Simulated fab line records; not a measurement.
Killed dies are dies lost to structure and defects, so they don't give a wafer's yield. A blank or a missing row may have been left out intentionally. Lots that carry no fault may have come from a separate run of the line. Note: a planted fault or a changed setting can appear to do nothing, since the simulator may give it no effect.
Shared-tool check + flow nand-harc + Sampled: 12 lots, 36 wafers

## REASON FOR OPENING
Flagged at NHARC_P_GATE_CD_MEAS_26: reading cd-nm, on 2 of 12 lots. No-fault wafers: 119.8 nm, standard deviation 0.49.
Rule: a lot gets a flag if all its wafers with a number sit over 4 standard deviations from that mean, or if no wafer of it has a number. As for the other lots, they are considered sound.

| lot  | measured     | on        | cd-nm (nm), wafer by wafer | flag    |
|------|--------------|-----------|----------------------------|---------|
| L845 | day 5 05:58  | cd-sem-01 | 120.2 119.9 119.8          |         |
| L846 | day 5 12:25  | cd-sem-02 | 120.3 120.1 120.4          |         |
| L847 | day 5 15:11  | cd-sem-03 | 119.9 120.1 119.5          |         |
| L849 | day 6 14:18  | cd-sem-01 | 119.4 119.3 119.2          |         |
| L852 | day 8 03:25  | cd-sem-02 | 119.1 119.3 119.4          |         |
| L853 | day 8 03:34  | cd-sem-03 | 119.6 120.0 119.8          |         |
| L858 | day 10 05:39 | cd-sem-02 | 122.4 122.6 122.3          | FLAGGED |
| L860 | day 11 04:16 | cd-sem-01 | 123.1 122.8 122.9          | FLAGGED |
| L864 | day 13 06:17 | cd-sem-03 | 119.9 119.3 120.2          |         |
| L865 | day 13 14:01 | cd-sem-02 | 120.3 119.7 119.9          |         |
| L867 | day 14 03:55 | cd-sem-02 | 120.3 120.4 120.5          |         |
| L868 | day 14 14:01 | cd-sem-03 | 119.5 119.9 119.7          |         |
The mean of the flagged lots' numbers is 122.7 nm, +2.9 nm from the usual (+6 standard deviations).

## WHICH TOOL EACH LOT WENT THROUGH
The record holds 2 process steps before the reading, out of a route of 1302 steps. Read each cell as the tool, then ch plus the chambers that the sampled wafers visited, then the start.
| lot  | flag    | NHARC_P_GATE_DEP_103            | NHARC_P_GATE_EXPOSE_23             |
|------|---------|---------------------------------|------------------------------------|
| L845 |         | pecvd-01 ch 1,2, day 5 05:12    | arfi-scanner-03 ch 0, day 5 05:50  |
| L846 |         | pecvd-04 ch 0,1,2, day 5 11:44  | arfi-scanner-01 ch 0, day 5 12:17  |
| L847 |         | pecvd-01 ch 0,2, day 5 14:32    | arfi-scanner-03 ch 0, day 5 15:03  |
| L849 |         | pecvd-03 ch 0,1, day 6 13:45    | arfi-scanner-03 ch 0, day 6 14:10  |
| L852 |         | pecvd-01 ch 1,2, day 8 02:45    | arfi-scanner-02 ch 0, day 8 03:16  |
| L853 |         | pecvd-03 ch 0,1,2, day 8 02:53  | arfi-scanner-03 ch 0, day 8 03:26  |
| L858 | FLAGGED | pecvd-03 ch 1,2, day 10 04:55   | arfi-scanner-03 ch 0, day 10 05:31 |
| L860 | FLAGGED | pecvd-04 ch 0,1,2, day 11 03:29 | arfi-scanner-03 ch 0, day 11 04:07 |
| L864 |         | pecvd-04 ch 0,1,2, day 13 05:46 | arfi-scanner-02 ch 0, day 13 06:08 |
| L865 |         | pecvd-03 ch 0,1,2, day 13 13:24 | arfi-scanner-01 ch 0, day 13 13:53 |
| L867 |         | pecvd-04 ch 0,1, day 14 03:22   | arfi-scanner-01 ch 0, day 14 03:47 |
| L868 |         | pecvd-03 ch 0,1,2, day 14 13:20 | arfi-scanner-02 ch 0, day 14 13:53 |
What these steps do:
- NHARC_P_GATE_DEP_103: deposits SiON, target thk 30 nm.
- NHARC_P_GATE_EXPOSE_23: exposes mask P GATE, target cd 120 nm.
- NHARC_P_GATE_CD_MEAS_26: target cd 120 nm.

## FLAGGED OVER TOTAL, TOOL BY TOOL (the gauges that took the reading come last)
| step                    | tool            | lots run | flagged | share of the flagged lots | sound lots run after its first flagged lot |
|-------------------------|-----------------|----------|---------|---------------------------|--------------------------------------------|
| NHARC_P_GATE_DEP_103    | pecvd-01        | 3        | 0       | none                      | -                                          |
| NHARC_P_GATE_DEP_103    | pecvd-03        | 5        | 1       | some                      | 2 (L865,L868)                              |
| NHARC_P_GATE_DEP_103    | pecvd-04        | 4        | 1       | some                      | 2 (L864,L867)                              |
| NHARC_P_GATE_EXPOSE_23  | arfi-scanner-01 | 3        | 0       | none                      | -                                          |
| NHARC_P_GATE_EXPOSE_23  | arfi-scanner-02 | 3        | 0       | none                      | -                                          |
| NHARC_P_GATE_EXPOSE_23  | arfi-scanner-03 | 6        | 2       | all                       | 0                                          |
| NHARC_P_GATE_CD_MEAS_26 | cd-sem-01       | 3        | 1       | some                      | 0                                          |
| NHARC_P_GATE_CD_MEAS_26 | cd-sem-02       | 5        | 1       | some                      | 2 (L865,L867)                              |
| NHARC_P_GATE_CD_MEAS_26 | cd-sem-03       | 4        | 0       | none                      | -                                          |

## WHAT IS ALLOWED BY THE TABLE
1 row of the table ran every flagged lot: arfi-scanner-03 at NHARC_P_GATE_EXPOSE_23.
- arfi-scanner-03 at NHARC_P_GATE_EXPOSE_23: 2 of its 6 lots flagged. Its last sound lot is L853 (day 8 03:26), its first flagged lot L858 (day 10 05:31): a fault that began between those two fits. Its own readings (exposure-dose-mJ-cm2) fall more than 4 standard deviations out on all wafers of the flagged lots.
Just one tool remains: arfi-scanner-03 at NHARC_P_GATE_EXPOSE_23.

## WHAT WAS PUT IN BY THE SIMULATOR
Drift in process parameters on arfi-scanner-03 at NHARC_P_GATE_EXPOSE_23, starting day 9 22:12. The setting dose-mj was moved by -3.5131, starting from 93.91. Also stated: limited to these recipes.
Struck lots among those shown: L858, L860. The same result came from the rule above.
